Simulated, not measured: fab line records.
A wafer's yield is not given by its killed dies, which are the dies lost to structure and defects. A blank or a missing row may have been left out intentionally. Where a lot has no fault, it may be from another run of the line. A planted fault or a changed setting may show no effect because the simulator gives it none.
Matching of chambers    flow nand-harc    NHARC_A_STAIRCASE_DEP_417 on pecvd-04: 3 sister chambers
The step deposits Si3N4, target thk 60 nm. 14 wafers are shown with their chamber, then 7 later ones without.

## WAFERS, EACH WITH ITS CHAMBER
wafer   chamber  showerhead-vpp-V (V)  heater-power-w (W)
L233.4  0        1483                  673
L233.5  2        1325                  652
L233.6  1        1286                  760
L231.2  0        1496                  709
L231.4  2        1315                  673
L231.6  0        1466                  722
L232.1  1        1306                  667
L232.2  0        1467                  719
L232.6  0        1469                  743
L234.1  1        1293                  705
L234.3  0        1494                  781
L234.5  1        1282                  703
L235.2  1        1273                  734
L235.4  0        1486                  699

SIGNATURES (means of the wafers above)
reading           chamber 0  chamber 1  chamber 2  scatter within a chamber
showerhead-vpp-V  1480.14    1288.00    1320.00    12.2
heater-power-w    720.86     713.80     662.50     33.3
Rule: distance of a wafer from a chamber = root of the sum over the readings of ((wafer's reading minus chamber's mean) / reading's scatter) squared. If the next closest chamber is less than 2 further off than the closest, the wafer can't be placed; otherwise it belongs to the closest. The scatter is the square root of a quotient: the sum, over the shown wafers, of each reading's squared deviation from its chamber's mean, divided by wafers minus chambers.

## WAFERS WHOSE CHAMBER IS MISSING
wafer   showerhead-vpp-V (V)  heater-power-w (W)
L235.5  1316                  566
L242.1  1474                  736
L242.2  1322                  658
L242.5  1285                  763
L243.3  1302                  759
L243.4  1297                  663
L243.5  1306                  757

## WHICH CHAMBER EACH WENT THROUGH
wafer   from the rows above      in truth
L235.5  2                        2
L242.1  0                        0
L242.2  2                        2
L242.5  1                        1
L243.3  can't be placed: 1 or 2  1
L243.4  can't be placed: 1 or 2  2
L243.5  can't be placed: 1 or 2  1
Correctly placed: 4 of 7. Not placeable from these rows: 3 (in 3, the candidates include the true chamber). Number placed wrongly: 0.
